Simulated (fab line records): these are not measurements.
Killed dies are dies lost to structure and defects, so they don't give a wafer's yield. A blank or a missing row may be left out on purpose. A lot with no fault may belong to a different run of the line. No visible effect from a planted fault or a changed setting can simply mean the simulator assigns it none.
Split-lot trial || flow n5_finfet || 7 lots, 39 wafers read, on a route of 1938 steps

## SPLIT DETAILS
At N5_HKMG_FIN_ETCH_35 (etches SOC in N2/H2, target depth 215.8 nm, time 243.4 s), the setting source_w was moved away from the recipe's 3000 W on 15 of the 39 wafers read, by -13.4% to +16.4%. For the rest of the wafers, this setting stayed at what the recipe calls for.

The reading comes from the split's own step.

## THE READING
rf_vpp_V, in V, at N5_HKMG_FIN_ETCH_35 (etches SOC in N2/H2, target depth 215.8 nm, time 243.4 s). A value of 141.5 V with a standard deviation of 1 V is what fault-free wafers of this fab line usually give.

{"wafer": "L075.1", "tool, chamber at the split": "rie_diel-04, 3", "source_w as run, W": 3493, "against the recipe": "+16.4%", "rf_vpp_V, V": 135.7, "against lot-mates on the recipe": -7.0}
{"wafer": "L075.2", "tool, chamber at the split": "rie_diel-04, 2", "source_w as run, W": 3493, "against the recipe": "+16.4%", "rf_vpp_V, V": 133.8, "against lot-mates on the recipe": -8.9}
{"wafer": "L075.3", "tool, chamber at the split": "rie_diel-04, 1", "source_w as run, W": 3000, "against the recipe": "recipe", "rf_vpp_V, V": 142.6, "against lot-mates on the recipe": "-"}
{"wafer": "L075.4", "tool, chamber at the split": "rie_diel-04, 0", "source_w as run, W": 3000, "against the recipe": "recipe", "rf_vpp_V, V": 142.1, "against lot-mates on the recipe": "-"}
{"wafer": "L075.5", "tool, chamber at the split": "rie_diel-04, 0", "source_w as run, W": 3493, "against the recipe": "+16.4%", "rf_vpp_V, V": 134.3, "against lot-mates on the recipe": -8.4}
{"wafer": "L075.6", "tool, chamber at the split": "rie_diel-04, 3", "source_w as run, W": 3000, "against the recipe": "recipe", "rf_vpp_V, V": 143.3, "against lot-mates on the recipe": "-"}
{"wafer": "L079.1", "tool, chamber at the split": "rie_diel-04, 1", "source_w as run, W": 3000, "against the recipe": "recipe", "rf_vpp_V, V": 141.6, "against lot-mates on the recipe": "-"}
{"wafer": "L079.2", "tool, chamber at the split": "rie_diel-04, 2", "source_w as run, W": 3192, "against the recipe": "+6.4%", "rf_vpp_V, V": 136.3, "against lot-mates on the recipe": -5.4}
{"wafer": "L079.3", "tool, chamber at the split": "rie_diel-04, 0", "source_w as run, W": 3192, "against the recipe": "+6.4%", "rf_vpp_V, V": 137.9, "against lot-mates on the recipe": -3.8}
{"wafer": "L079.4", "tool, chamber at the split": "rie_diel-04, 3", "source_w as run, W": 3000, "against the recipe": "recipe", "rf_vpp_V, V": 142.0, "against lot-mates on the recipe": "-"}
{"wafer": "L079.5", "tool, chamber at the split": "rie_diel-04, 1", "source_w as run, W": 3000, "against the recipe": "recipe", "rf_vpp_V, V": 141.4, "against lot-mates on the recipe": "-"}
{"wafer": "L079.6", "tool, chamber at the split": "rie_diel-04, 0", "source_w as run, W": 3192, "against the recipe": "+6.4%", "rf_vpp_V, V": 137.2, "against lot-mates on the recipe": -4.5}
{"wafer": "L083.1", "tool, chamber at the split": "rie_diel-04, 1", "source_w as run, W": 3000, "against the recipe": "recipe", "rf_vpp_V, V": 142.8, "against lot-mates on the recipe": "-"}
{"wafer": "L083.2", "tool, chamber at the split": "rie_diel-04, 0", "source_w as run, W": 3000, "against the recipe": "recipe", "rf_vpp_V, V": 142.8, "against lot-mates on the recipe": "-"}
{"wafer": "L083.3", "tool, chamber at the split": "rie_diel-04, 2", "source_w as run, W": 3445, "against the recipe": "+14.8%", "rf_vpp_V, V": 135.6, "against lot-mates on the recipe": -7.2}
{"wafer": "L083.4", "tool, chamber at the split": "rie_diel-04, 3", "source_w as run, W": 3445, "against the recipe": "+14.8%", "rf_vpp_V, V": 135.3, "against lot-mates on the recipe": -7.5}
{"wafer": "L083.5", "tool, chamber at the split": "rie_diel-04, 0", "source_w as run, W": 3445, "against the recipe": "+14.8%", "rf_vpp_V, V": 135.6, "against lot-mates on the recipe": -7.2}
{"wafer": "L083.6", "tool, chamber at the split": "rie_diel-04, 3", "source_w as run, W": 3000, "against the recipe": "recipe", "rf_vpp_V, V": 142.7, "against lot-mates on the recipe": "-"}
{"wafer": "L085.1", "tool, chamber at the split": "rie_diel-05, 2", "source_w as run, W": 3000, "against the recipe": "recipe", "rf_vpp_V, V": 142.7, "against lot-mates on the recipe": "-"}
{"wafer": "L085.2", "tool, chamber at the split": "rie_diel-05, 0", "source_w as run, W": 3000, "against the recipe": "recipe", "rf_vpp_V, V": 141.4, "against lot-mates on the recipe": "-"}
{"wafer": "L085.3", "tool, chamber at the split": "rie_diel-05, 1", "source_w as run, W": 3000, "against the recipe": "recipe", "rf_vpp_V, V": 141.1, "against lot-mates on the recipe": "-"}
{"wafer": "L085.4", "tool, chamber at the split": "rie_diel-05, 3", "source_w as run, W": 3000, "against the recipe": "recipe", "rf_vpp_V, V": 140.9, "against lot-mates on the recipe": "-"}
{"wafer": "L085.5", "tool, chamber at the split": "rie_diel-05, 3", "source_w as run, W": 3000, "against the recipe": "recipe", "rf_vpp_V, V": 141.6, "against lot-mates on the recipe": "-"}
{"wafer": "L085.6", "tool, chamber at the split": "rie_diel-05, 0", "source_w as run, W": 3000, "against the recipe": "recipe", "rf_vpp_V, V": 141.8, "against lot-mates on the recipe": "-"}
{"wafer": "L092.1", "tool, chamber at the split": "rie_diel-05, 1", "source_w as run, W": 3000, "against the recipe": "recipe", "rf_vpp_V, V": 140.1, "against lot-mates on the recipe": "-"}
{"wafer": "L092.5", "tool, chamber at the split": "rie_diel-05, 3", "source_w as run, W": 3000, "against the recipe": "recipe", "rf_vpp_V, V": 142.9, "against lot-mates on the recipe": "-"}
{"wafer": "L092.6", "tool, chamber at the split": "rie_diel-05, 2", "source_w as run, W": 3000, "against the recipe": "recipe", "rf_vpp_V, V": 142.4, "against lot-mates on the recipe": "-"}
{"wafer": "L093.1", "tool, chamber at the split": "rie_diel-02, 3", "source_w as run, W": 3270, "against the recipe": "+9.0%", "rf_vpp_V, V": 137.8, "against lot-mates on the recipe": -2.8}
{"wafer": "L093.2", "tool, chamber at the split": "rie_diel-02, 1", "source_w as run, W": 3000, "against the recipe": "recipe", "rf_vpp_V, V": 141.7, "against lot-mates on the recipe": "-"}
{"wafer": "L093.3", "tool, chamber at the split": "rie_diel-02, 2", "source_w as run, W": 3270, "against the recipe": "+9.0%", "rf_vpp_V, V": 138.0, "against lot-mates on the recipe": -2.6}
{"wafer": "L093.4", "tool, chamber at the split": "rie_diel-02, 0", "source_w as run, W": 3000, "against the recipe": "recipe", "rf_vpp_V, V": 139.8, "against lot-mates on the recipe": "-"}
{"wafer": "L093.5", "tool, chamber at the split": "rie_diel-02, 0", "source_w as run, W": 3270, "against the recipe": "+9.0%", "rf_vpp_V, V": 136.7, "against lot-mates on the recipe": -3.9}
{"wafer": "L093.6", "tool, chamber at the split": "rie_diel-02, 3", "source_w as run, W": 3000, "against the recipe": "recipe", "rf_vpp_V, V": 140.2, "against lot-mates on the recipe": "-"}
{"wafer": "L097.1", "tool, chamber at the split": "rie_diel-05, 0", "source_w as run, W": 3000, "against the recipe": "recipe", "rf_vpp_V, V": 141.0, "against lot-mates on the recipe": "-"}
{"wafer": "L097.2", "tool, chamber at the split": "rie_diel-05, 1", "source_w as run, W": 2599, "against the recipe": "-13.4%", "rf_vpp_V, V": 148.4, "against lot-mates on the recipe": "+7.3"}
{"wafer": "L097.3", "tool, chamber at the split": "rie_diel-05, 2", "source_w as run, W": 3000, "against the recipe": "recipe", "rf_vpp_V, V": 141.2, "against lot-mates on the recipe": "-"}
{"wafer": "L097.4", "tool, chamber at the split": "rie_diel-05, 3", "source_w as run, W": 2599, "against the recipe": "-13.4%", "rf_vpp_V, V": 149.7, "against lot-mates on the recipe": "+8.6"}
{"wafer": "L097.5", "tool, chamber at the split": "rie_diel-05, 3", "source_w as run, W": 2599, "against the recipe": "-13.4%", "rf_vpp_V, V": 148.4, "against lot-mates on the recipe": "+7.3"}
{"wafer": "L097.6", "tool, chamber at the split": "rie_diel-05, 0", "source_w as run, W": 3000, "against the recipe": "recipe", "rf_vpp_V, V": 141.1, "against lot-mates on the recipe": "-"}

FIT RESULTS
A straight line over all 39 wafers: rf_vpp_V changes by -0.472 V for each +1% of source_w; r = -0.96; the points scatter about the line by 1 V.
The same after taking each lot's own level away (the mean of its wafers on the recipe; 39 wafers): -0.512 V for each +1%; r = -0.97; scatter 0.88 V.
Per that fit: largest source_w move, reading shift of 8.4 V.
The span of the lots' own levels, 140.57 to 142.77 V, comes to 2.2 times the standard deviation stated above.
The two slopes are in agreement: the lot-to-lot level therefore moves the slope only a little.
Check: for one of the wafers moved furthest among these (+16.4%), held out of the fit, the line's prediction against its lot-mates is -8.45 V. It came out at -6.97 V against them.
Tool readings at the split's step, against how far the setting was moved: rf_vpp_V r = -0.96.

## ADDITIONAL SPLITS CARRIED BY THESE WAFERS
These wafers also went through other splits before the reading. Each is held against what the fit with the lots' levels taken away leaves over:
{"other split on the same wafers": "N5_WELL_APT_EXPOSE_22 dose_mj", "wafers away from the commonest value": 12, "r with rf_vpp_V (lot level and that fit taken away)": "+0.03"}
{"other split on the same wafers": "N5_DUMMY_GATE_ETCH_37 source_w", "wafers away from the commonest value": 15, "r with rf_vpp_V (lot level and that fit taken away)": "+0.22"}
{"other split on the same wafers": "N5_DUMMY_GATE_ETCH_31 target_depth_a", "wafers away from the commonest value": 15, "r with rf_vpp_V (lot level and that fit taken away)": "+0.29"}
{"other split on the same wafers": "N5_DUMMY_GATE_ETCH_42 bias_w", "wafers away from the commonest value": 18, "r with rf_vpp_V (lot level and that fit taken away)": "+0.20"}
{"other split on the same wafers": "N5_SD_EPI_N_EPI_21 pressure_torr", "wafers away from the commonest value": 33, "r with rf_vpp_V (lot level and that fit taken away)": "+0.34"}

## THE WHOLE CHAIN: every reading that the file lists as answering this split, in the file's order
{"step": "N5_HKMG_FIN_ETCH_35", "what it does": "etches SOC in N2/H2, target depth 215.8 nm, time 243.4 s", "reading": "rf_vpp_V", "change (the file's fit)": "-0.506 V for each +1% of the setting", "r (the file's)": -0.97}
{"step": "N5_HKMG_FIN_ETCH_35", "what it does": "etches SOC in N2/H2, target depth 215.8 nm, time 243.4 s", "reading": "SOC_of_HKMG_FIN_COAT_29.thk_nm (the simulator's own value, which no gauge read)", "change (the file's fit)": "-2.03 nm for each +1% of the setting", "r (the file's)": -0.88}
{"step": "N5_HKMG_FIN_ETCH_35", "what it does": "etches SOC in N2/H2, target depth 215.8 nm, time 243.4 s", "reading": "etch.depth_nm (the simulator's own value, which no gauge read)", "change (the file's fit)": "+2.03 nm for each +1% of the setting", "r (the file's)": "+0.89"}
{"step": "N5_HKMG_FIN_ETCH_35", "what it does": "etches SOC in N2/H2, target depth 215.8 nm, time 243.4 s", "reading": "HKMG_FIN.feature_depth_nm (the simulator's own value, which no gauge read)", "change (the file's fit)": "+2.03 nm for each +1% of the setting", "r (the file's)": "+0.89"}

## THE FILE'S OWN FIT
rf_vpp_V changes by -0.506 V for each +1% of source_w, r = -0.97.
